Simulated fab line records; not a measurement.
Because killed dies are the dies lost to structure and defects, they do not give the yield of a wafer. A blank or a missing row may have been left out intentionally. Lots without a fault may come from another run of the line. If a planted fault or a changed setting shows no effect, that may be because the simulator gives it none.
Matching of chambers	flow n5Finfet	rieDiel-05 running N5_MOL_CONTACT_COAG_STRIP_96: 4 sister chambers
The step strips in N2/H2. 14 wafers are shown with their chamber, then 7 later ones without.

## WAFERS, EACH WITH ITS CHAMBER
wafer	chamber	showerheadPlenumPTorr (Torr)	throttleValvePct (%)	oesProductAu (a.u.)
L078.1	0	3.18	18.92	0.71
L078.3	1	3.30	18.86	0.68
L078.6	0	3.18	18.92	0.70
L086.1	2	3.48	18.87	0.73
L086.2	1	3.29	18.87	0.68
L086.6	0	3.18	18.94	0.69
L089.1	0	3.17	18.96	0.69
L089.5	1	3.29	18.90	0.67
L089.6	2	3.48	18.90	0.73
L088.1	2	3.48	18.92	0.72
L088.3	3	3.19	18.77	0.72
L088.5	3	3.19	18.76	0.71
L092.1	2	3.47	18.92	0.72
L092.2	3	3.18	18.76	0.72

SIGNATURES (averages over the wafers above)
reading	chamber 0	chamber 1	chamber 2	chamber 3	scatter within a chamber
showerheadPlenumPTorr	3.1775	3.2933	3.4775	3.1867	0.00532
throttleValvePct	18.9350	18.8767	18.9025	18.7633	0.0193
oesProductAu	0.6975	0.6767	0.7250	0.7167	0.00713
Rule: a wafer's distance from a chamber is the root of the sum, over the readings, of the square of ((its reading less the chamber's mean) divided by the reading's scatter). The wafer belongs to the nearest chamber; if the next one is less than 2 further off, it can't be placed. How the scatter is found: for the shown wafers, subtract from each reading the mean of its chamber, square and add these, divide the total by (wafers less chambers), then take the root.

## WAFERS WHOSE CHAMBER IS MISSING
wafer	showerheadPlenumPTorr (Torr)	throttleValvePct (%)	oesProductAu (a.u.)
L092.6	3.29	18.91	0.67
L093.3	3.28	18.90	0.67
L093.5	3.47	18.93	0.72
L093.6	3.18	18.79	0.72
L096.2	3.47	18.92	0.72
L096.5	3.18	18.79	0.71
L096.6	3.47	18.93	0.72

## CHAMBER TAKEN BY EACH
wafer	from the rows above	in truth
L092.6	1	1
L093.3	1	1
L093.5	2	2
L093.6	3	3
L096.2	2	2
L096.5	3	3
L096.6	2	2
Correct placement for 7 of the 7. From these rows, 0 cannot be placed. Number placed wrongly: 0.
